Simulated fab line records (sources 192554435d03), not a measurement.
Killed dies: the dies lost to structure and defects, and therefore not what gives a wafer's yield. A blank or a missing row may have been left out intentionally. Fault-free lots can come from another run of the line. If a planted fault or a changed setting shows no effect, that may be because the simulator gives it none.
The tool behind it: which one? / flow n5Finfet / 24 lots, 72 wafers sampled, at 4 steps of a route of 1938

## WHAT THE GAUGES SHOWED, per wafer
N5_BEOL_M2_RS_MEAS_58: a four-point-probe measurement. Usual: M2_RS gives 0.673 ohm/sq (standard deviation 0.027).
lot=L074; measured=day 6 15:25; on=filmMetro-02; M2_RS (ohm/sq)=0.627 0.680 0.645; flag=
lot=L075; measured=day 7 03:14; on=filmMetro-01; M2_RS (ohm/sq)=0.655 0.680 0.702; flag=
lot=L076; measured=day 7 11:10; on=filmMetro-01; M2_RS (ohm/sq)=0.689 0.695 0.701; flag=
lot=L077; measured=day 7 11:43; on=filmMetro-01; M2_RS (ohm/sq)=0.645 0.673 0.642; flag=
lot=L078; measured=day 8 03:24; on=filmMetro-01; M2_RS (ohm/sq)=0.665 0.671 0.640; flag=
lot=L079; measured=day 8 05:36; on=filmMetro-01; M2_RS (ohm/sq)=0.696 0.657 0.688; flag=
lot=L080; measured=day 8 07:31; on=filmMetro-01; M2_RS (ohm/sq)=0.685 0.687 0.635; flag=
lot=L081; measured=day 8 14:38; on=filmMetro-01; M2_RS (ohm/sq)=0.677 0.665 0.686; flag=
lot=L082; measured=day 9 03:13; on=filmMetro-01; M2_RS (ohm/sq)=0.684 0.701 0.713; flag=
lot=L083; measured=day 9 11:58; on=filmMetro-02; M2_RS (ohm/sq)=0.622 0.675 0.659; flag=
lot=L084; measured=day 9 15:07; on=filmMetro-01; M2_RS (ohm/sq)=0.688 0.683 0.672; flag=
lot=L085; measured=day 9 15:57; on=filmMetro-02; M2_RS (ohm/sq)=0.670 0.683 0.668; flag=
lot=L086; measured=day 9 23:37; on=filmMetro-01; M2_RS (ohm/sq)=0.646 0.659 0.659; flag=
lot=L087; measured=day 9 23:50; on=filmMetro-02; M2_RS (ohm/sq)=0.692 0.692 0.685; flag=
lot=L088; measured=day 10 09:20; on=filmMetro-02; M2_RS (ohm/sq)=0.650 0.656 0.691; flag=
lot=L089; measured=day 10 14:56; on=filmMetro-01; M2_RS (ohm/sq)=0.706 0.691 0.713; flag=
lot=L090; measured=day 11 05:30; on=filmMetro-02; M2_RS (ohm/sq)=0.732 0.760 0.650; flag=
lot=L091; measured=day 11 12:15; on=filmMetro-02; M2_RS (ohm/sq)=0.677 0.643 0.663; flag=
lot=L092; measured=day 11 18:23; on=filmMetro-01; M2_RS (ohm/sq)=0.682 0.633 0.677; flag=
lot=L093; measured=day 11 21:13; on=filmMetro-01; M2_RS (ohm/sq)=0.673 0.640 0.685; flag=
lot=L094; measured=day 11 23:53; on=filmMetro-01; M2_RS (ohm/sq)=0.668 0.683 0.694; flag=
lot=L095; measured=day 12 03:05; on=filmMetro-01; M2_RS (ohm/sq)=0.687 0.696 0.631; flag=
lot=L097; measured=day 12 12:55; on=filmMetro-01; M2_RS (ohm/sq)=0.694 0.678 0.676; flag=
lot=L096; measured=day 12 22:25; on=filmMetro-01; M2_RS (ohm/sq)=0.633 0.652 0.660; flag=

## TOOL THAT RAN EACH LOT (tool first, then ch and the chambers of the sampled wafers, then the start)
lot=L074; N5_BEOL_M2_SPUTTER_94=pvdSputter-01, day 6 14:03; N5_BEOL_M2_PRE_CLEAN_60=cvdCo-02 ch 0,1,2, day 6 15:12; N5_BEOL_M2_DEP_57=pecvd-02 ch 0,1,2, day 6 15:22
lot=L075; N5_BEOL_M2_SPUTTER_94=pvdSputter-01, day 7 01:58; N5_BEOL_M2_PRE_CLEAN_60=cvdCo-02 ch 0,1, day 7 03:01; N5_BEOL_M2_DEP_57=pecvd-03 ch 0,2, day 7 03:10
lot=L076; N5_BEOL_M2_SPUTTER_94=pvdSputter-03, day 7 08:29; N5_BEOL_M2_PRE_CLEAN_60=cvdCo-01 ch 0,2, day 7 10:56; N5_BEOL_M2_DEP_57=pecvd-03 ch 1,2, day 7 11:06
lot=L077; N5_BEOL_M2_SPUTTER_94=pvdSputter-01, day 7 09:49; N5_BEOL_M2_PRE_CLEAN_60=cvdCo-01 ch 1,2, day 7 11:29; N5_BEOL_M2_DEP_57=pecvd-02 ch 0,1,2, day 7 11:38
lot=L078; N5_BEOL_M2_SPUTTER_94=pvdSputter-03, day 8 02:08; N5_BEOL_M2_PRE_CLEAN_60=cvdCo-02 ch 0,1,2, day 8 03:11; N5_BEOL_M2_DEP_57=pecvd-02 ch 1,2, day 8 03:20
lot=L079; N5_BEOL_M2_SPUTTER_94=pvdSputter-03, day 8 04:20; N5_BEOL_M2_PRE_CLEAN_60=cvdCo-02 ch 0,2, day 8 05:23; N5_BEOL_M2_DEP_57=pecvd-01 ch 0,1, day 8 05:32
lot=L080; N5_BEOL_M2_SPUTTER_94=pvdSputter-03, day 8 06:15; N5_BEOL_M2_PRE_CLEAN_60=cvdCo-02 ch 0,2, day 8 07:18; N5_BEOL_M2_DEP_57=pecvd-03 ch 0,1,2, day 8 07:28
lot=L081; N5_BEOL_M2_SPUTTER_94=pvdSputter-02, day 8 13:22; N5_BEOL_M2_PRE_CLEAN_60=cvdCo-02 ch 0,1,2, day 8 14:25; N5_BEOL_M2_DEP_57=pecvd-01 ch 0,1, day 8 14:34
lot=L082; N5_BEOL_M2_SPUTTER_94=pvdSputter-01, day 9 01:55; N5_BEOL_M2_PRE_CLEAN_60=cvdCo-02 ch 0,1,2, day 9 02:58; N5_BEOL_M2_DEP_57=pecvd-03 ch 2, day 9 03:08
lot=L083; N5_BEOL_M2_SPUTTER_94=pvdSputter-02, day 9 10:41; N5_BEOL_M2_PRE_CLEAN_60=cvdCo-01 ch 0,1, day 9 11:44; N5_BEOL_M2_DEP_57=pecvd-02 ch 0,2, day 9 11:53
lot=L084; N5_BEOL_M2_SPUTTER_94=pvdSputter-02, day 9 13:50; N5_BEOL_M2_PRE_CLEAN_60=cvdCo-01 ch 0,1,2, day 9 14:54; N5_BEOL_M2_DEP_57=pecvd-02 ch 0,1,2, day 9 15:04
lot=L085; N5_BEOL_M2_SPUTTER_94=pvdSputter-01, day 9 14:41; N5_BEOL_M2_PRE_CLEAN_60=cvdCo-02 ch 0,1,2, day 9 15:44; N5_BEOL_M2_DEP_57=pecvd-02 ch 0,1,2, day 9 15:53
lot=L086; N5_BEOL_M2_SPUTTER_94=pvdSputter-02, day 9 22:17; N5_BEOL_M2_PRE_CLEAN_60=cvdCo-02 ch 0,2, day 9 23:20; N5_BEOL_M2_DEP_57=pecvd-01 ch 1,2, day 9 23:33
lot=L087; N5_BEOL_M2_SPUTTER_94=pvdSputter-01, day 9 22:32; N5_BEOL_M2_PRE_CLEAN_60=cvdCo-01 ch 0,1,2, day 9 23:37; N5_BEOL_M2_DEP_57=pecvd-01 ch 0,1,2, day 9 23:46
lot=L088; N5_BEOL_M2_SPUTTER_94=pvdSputter-03, day 10 08:02; N5_BEOL_M2_PRE_CLEAN_60=cvdCo-02 ch 1,2, day 10 09:05; N5_BEOL_M2_DEP_57=pecvd-02 ch 2, day 10 09:15
lot=L089; N5_BEOL_M2_SPUTTER_94=pvdSputter-02, day 10 13:40; N5_BEOL_M2_PRE_CLEAN_60=cvdCo-01 ch 0,2, day 10 14:43; N5_BEOL_M2_DEP_57=pecvd-01 ch 0,1, day 10 14:52
lot=L090; N5_BEOL_M2_SPUTTER_94=pvdSputter-03, day 11 04:14; N5_BEOL_M2_PRE_CLEAN_60=cvdCo-01 ch 1,2, day 11 05:17; N5_BEOL_M2_DEP_57=pecvd-01 ch 0,2, day 11 05:26
lot=L091; N5_BEOL_M2_SPUTTER_94=pvdSputter-02, day 11 10:58; N5_BEOL_M2_PRE_CLEAN_60=cvdCo-01 ch 0,1, day 11 12:02; N5_BEOL_M2_DEP_57=pecvd-03 ch 0,1,2, day 11 12:11
lot=L092; N5_BEOL_M2_SPUTTER_94=pvdSputter-03, day 11 16:44; N5_BEOL_M2_PRE_CLEAN_60=cvdCo-02 ch 0,1,2, day 11 18:10; N5_BEOL_M2_DEP_57=pecvd-02 ch 0,1,2, day 11 18:20
lot=L093; N5_BEOL_M2_SPUTTER_94=pvdSputter-03, day 11 19:43; N5_BEOL_M2_PRE_CLEAN_60=cvdCo-01 ch 0,1, day 11 20:59; N5_BEOL_M2_DEP_57=pecvd-03 ch 0,1,2, day 11 21:08
lot=L094; N5_BEOL_M2_SPUTTER_94=pvdSputter-01, day 11 22:32; N5_BEOL_M2_PRE_CLEAN_60=cvdCo-01 ch 0,1, day 11 23:40; N5_BEOL_M2_DEP_57=pecvd-01 ch 1,2, day 11 23:49
lot=L095; N5_BEOL_M2_SPUTTER_94=pvdSputter-03, day 12 01:02; N5_BEOL_M2_PRE_CLEAN_60=cvdCo-01 ch 1,2, day 12 02:52; N5_BEOL_M2_DEP_57=pecvd-01 ch 0,2, day 12 03:02
lot=L097; N5_BEOL_M2_SPUTTER_94=pvdSputter-03, day 12 11:30; N5_BEOL_M2_PRE_CLEAN_60=cvdCo-01 ch 0,1, day 12 12:41; N5_BEOL_M2_DEP_57=pecvd-03 ch 1,2, day 12 12:50
lot=L096; N5_BEOL_M2_SPUTTER_94=pvdSputter-02, day 12 21:07; N5_BEOL_M2_PRE_CLEAN_60=cvdCo-01 ch 0,1,2, day 12 22:10; N5_BEOL_M2_DEP_57=pecvd-03 ch 0,1,2, day 12 22:19
- N5_BEOL_M2_SPUTTER_94: material Cu, target thk 4.5 nm, time 8.29 s.
- N5_BEOL_M2_PRE_CLEAN_60: time 15 s.
- N5_BEOL_M2_DEP_57: deposits SiCN from 3MS/NH3, target thk 8 nm, time 14 s.

## AS READ BY THE TOOLS THEMSELVES (means over the sampled wafers that have a number; for cases with no such wafer, the mark the record gives instead)
N5_BEOL_M2_SPUTTER_94. Usual: substrateTempC -20.00 C, standard deviation 0.11; throttleValvePct 30.0 %, standard deviation 0.92.
lot=L074; tool=pvdSputter-01; substrateTempC (C)=-20.16; throttleValvePct (%)=30.8; flag=
lot=L075; tool=pvdSputter-01; substrateTempC (C)=-19.99; throttleValvePct (%)=30.6; flag=
lot=L076; tool=pvdSputter-03; substrateTempC (C)=-19.97; throttleValvePct (%)=29.8; flag=
lot=L077; tool=pvdSputter-01; substrateTempC (C)=-20.02; throttleValvePct (%)=30.8; flag=
lot=L078; tool=pvdSputter-03; substrateTempC (C)=-19.97; throttleValvePct (%)=30.4; flag=
lot=L079; tool=pvdSputter-03; substrateTempC (C)=-19.90; throttleValvePct (%)=29.9; flag=
lot=L080; tool=pvdSputter-03; substrateTempC (C)=-20.00; throttleValvePct (%)=30.2; flag=
lot=L081; tool=pvdSputter-02; substrateTempC (C)=-20.14; throttleValvePct (%)=29.4; flag=
lot=L082; tool=pvdSputter-01; substrateTempC (C)=-19.96; throttleValvePct (%)=30.1; flag=
lot=L083; tool=pvdSputter-02; substrateTempC (C)=-19.94; throttleValvePct (%)=29.1; flag=
lot=L084; tool=pvdSputter-02; substrateTempC (C)=-19.94; throttleValvePct (%)=29.1; flag=
lot=L085; tool=pvdSputter-01; substrateTempC (C)=-20.04; throttleValvePct (%)=30.6; flag=
lot=L086; tool=pvdSputter-02; substrateTempC (C)=-20.06; throttleValvePct (%)=29.1; flag=
lot=L087; tool=pvdSputter-01; substrateTempC (C)=-20.12; throttleValvePct (%)=30.9; flag=
lot=L088; tool=pvdSputter-03; substrateTempC (C)=-19.92; throttleValvePct (%)=29.7; flag=
lot=L089; tool=pvdSputter-02; substrateTempC (C)=-20.14; throttleValvePct (%)=29.2; flag=
lot=L090; tool=pvdSputter-03; substrateTempC (C)=-20.07; throttleValvePct (%)=30.5; flag=
lot=L091; tool=pvdSputter-02; substrateTempC (C)=-20.00; throttleValvePct (%)=29.5; flag=
lot=L092; tool=pvdSputter-03; substrateTempC (C)=-20.00; throttleValvePct (%)=30.6; flag=
lot=L093; tool=pvdSputter-03; substrateTempC (C)=-19.95; throttleValvePct (%)=30.5; flag=
lot=L094; tool=pvdSputter-01; substrateTempC (C)=-20.14; throttleValvePct (%)=30.8; flag=
lot=L095; tool=pvdSputter-03; substrateTempC (C)=-19.93; throttleValvePct (%)=30.4; flag=
lot=L097; tool=pvdSputter-03; substrateTempC (C)=-19.97; throttleValvePct (%)=29.8; flag=
lot=L096; tool=pvdSputter-02; substrateTempC (C)=-20.01; throttleValvePct (%)=29.6; flag=

N5_BEOL_M2_PRE_CLEAN_60. Usual: heaterPowerW reads 85 W (standard deviation 20).
lot=L074; tool=cvdCo-02; heaterPowerW (W)=82; flag=
lot=L075; tool=cvdCo-02; heaterPowerW (W)=83; flag=
lot=L076; tool=cvdCo-01; heaterPowerW (W)=74; flag=
lot=L077; tool=cvdCo-01; heaterPowerW (W)=89; flag=
lot=L078; tool=cvdCo-02; heaterPowerW (W)=83; flag=
lot=L079; tool=cvdCo-02; heaterPowerW (W)=96; flag=
lot=L080; tool=cvdCo-02; heaterPowerW (W)=82; flag=
lot=L081; tool=cvdCo-02; heaterPowerW (W)=82; flag=
lot=L082; tool=cvdCo-02; heaterPowerW (W)=83; flag=
lot=L083; tool=cvdCo-01; heaterPowerW (W)=99; flag=
lot=L084; tool=cvdCo-01; heaterPowerW (W)=88; flag=
lot=L085; tool=cvdCo-02; heaterPowerW (W)=82; flag=
lot=L086; tool=cvdCo-02; heaterPowerW (W)=98; flag=
lot=L087; tool=cvdCo-01; heaterPowerW (W)=88; flag=
lot=L088; tool=cvdCo-02; heaterPowerW (W)=67; flag=
lot=L089; tool=cvdCo-01; heaterPowerW (W)=77; flag=
lot=L090; tool=cvdCo-01; heaterPowerW (W)=101; flag=
lot=L091; tool=cvdCo-01; heaterPowerW (W)=84; flag=
lot=L092; tool=cvdCo-02; heaterPowerW (W)=82; flag=
lot=L093; tool=cvdCo-01; heaterPowerW (W)=98; flag=
lot=L094; tool=cvdCo-01; heaterPowerW (W)=99; flag=
lot=L095; tool=cvdCo-01; heaterPowerW (W)=103; flag=
lot=L097; tool=cvdCo-01; heaterPowerW (W)=99; flag=
lot=L096; tool=cvdCo-01; heaterPowerW (W)=88; flag=

N5_BEOL_M2_DEP_57. Usual: chamberPressureTorr 3.000 Torr, standard deviation 0.0066; showerheadPlenumPTorr 3.661 Torr, standard deviation 0.013; throttleValvePct 9.2 %, standard deviation 0.57.
lot=L074; tool=pecvd-02; chamberPressureTorr (Torr)=3.001; showerheadPlenumPTorr (Torr)=3.655; throttleValvePct (%)=9.7; flag=
lot=L075; tool=pecvd-03; chamberPressureTorr (Torr)=3.011; showerheadPlenumPTorr (Torr)=3.671; throttleValvePct (%)=8.7; flag=
lot=L076; tool=pecvd-03; chamberPressureTorr (Torr)=3.000; showerheadPlenumPTorr (Torr)=3.659; throttleValvePct (%)=8.9; flag=
lot=L077; tool=pecvd-02; chamberPressureTorr (Torr)=3.001; showerheadPlenumPTorr (Torr)=3.651; throttleValvePct (%)=9.8; flag=
lot=L078; tool=pecvd-02; chamberPressureTorr (Torr)=2.998; showerheadPlenumPTorr (Torr)=3.660; throttleValvePct (%)=9.3; flag=
lot=L079; tool=pecvd-01; chamberPressureTorr (Torr)=3.001; showerheadPlenumPTorr (Torr)=3.668; throttleValvePct (%)=9.7; flag=
lot=L080; tool=pecvd-03; chamberPressureTorr (Torr)=2.999; showerheadPlenumPTorr (Torr)=3.662; throttleValvePct (%)=8.7; flag=
lot=L081; tool=pecvd-01; chamberPressureTorr (Torr)=2.989; showerheadPlenumPTorr (Torr)=3.670; throttleValvePct (%)=9.3; flag=
lot=L082; tool=pecvd-03; chamberPressureTorr (Torr)=3.001; showerheadPlenumPTorr (Torr)=3.650; throttleValvePct (%)=8.8; flag=
lot=L083; tool=pecvd-02; chamberPressureTorr (Torr)=2.996; showerheadPlenumPTorr (Torr)=3.647; throttleValvePct (%)=9.3; flag=
lot=L084; tool=pecvd-02; chamberPressureTorr (Torr)=3.005; showerheadPlenumPTorr (Torr)=3.657; throttleValvePct (%)=9.6; flag=
lot=L085; tool=pecvd-02; chamberPressureTorr (Torr)=2.999; showerheadPlenumPTorr (Torr)=3.659; throttleValvePct (%)=9.6; flag=
lot=L086; tool=pecvd-01; chamberPressureTorr (Torr)=3.002; showerheadPlenumPTorr (Torr)=3.666; throttleValvePct (%)=9.7; flag=
lot=L087; tool=pecvd-01; chamberPressureTorr (Torr)=3.004; showerheadPlenumPTorr (Torr)=3.665; throttleValvePct (%)=9.3; flag=
lot=L088; tool=pecvd-02; chamberPressureTorr (Torr)=3.002; showerheadPlenumPTorr (Torr)=3.653; throttleValvePct (%)=9.1; flag=
lot=L089; tool=pecvd-01; chamberPressureTorr (Torr)=3.003; showerheadPlenumPTorr (Torr)=3.674; throttleValvePct (%)=9.6; flag=
lot=L090; tool=pecvd-01; chamberPressureTorr (Torr)=3.001; showerheadPlenumPTorr (Torr)=3.670; throttleValvePct (%)=9.1; flag=
lot=L091; tool=pecvd-03; chamberPressureTorr (Torr)=2.994; showerheadPlenumPTorr (Torr)=3.665; throttleValvePct (%)=8.4; flag=
lot=L092; tool=pecvd-02; chamberPressureTorr (Torr)=2.999; showerheadPlenumPTorr (Torr)=3.655; throttleValvePct (%)=9.7; flag=
lot=L093; tool=pecvd-03; chamberPressureTorr (Torr)=3.000; showerheadPlenumPTorr (Torr)=3.657; throttleValvePct (%)=8.7; flag=
lot=L094; tool=pecvd-01; chamberPressureTorr (Torr)=3.005; showerheadPlenumPTorr (Torr)=3.667; throttleValvePct (%)=9.6; flag=
lot=L095; tool=pecvd-01; chamberPressureTorr (Torr)=2.998; showerheadPlenumPTorr (Torr)=3.667; throttleValvePct (%)=9.3; flag=
lot=L097; tool=pecvd-03; chamberPressureTorr (Torr)=2.997; showerheadPlenumPTorr (Torr)=3.647; throttleValvePct (%)=8.2; flag=
lot=L096; tool=pecvd-03; chamberPressureTorr (Torr)=3.000; showerheadPlenumPTorr (Torr)=3.661; throttleValvePct (%)=8.4; flag=

## THE ANSWER, worked out from the rows above alone
Rule: a lot is off if the mean of its wafers that have a number lies more than 3 standard deviations from the usual mean. A lot without any number at a reading at which 4 lots or more have one is off too. Where the step has rows for the other lots, those lots are counted as sound. First the gauges in route order, then the tools' own readings, where a lot's mean is used as printed above. The first step at which some lot is off is used, and at that step the reading that is off furthest; a lot without a number counts as furthest.
No lot is off on any of the readings shown, so nothing can be concluded from this.

## WHAT THE SIMULATOR HAD PUT IN
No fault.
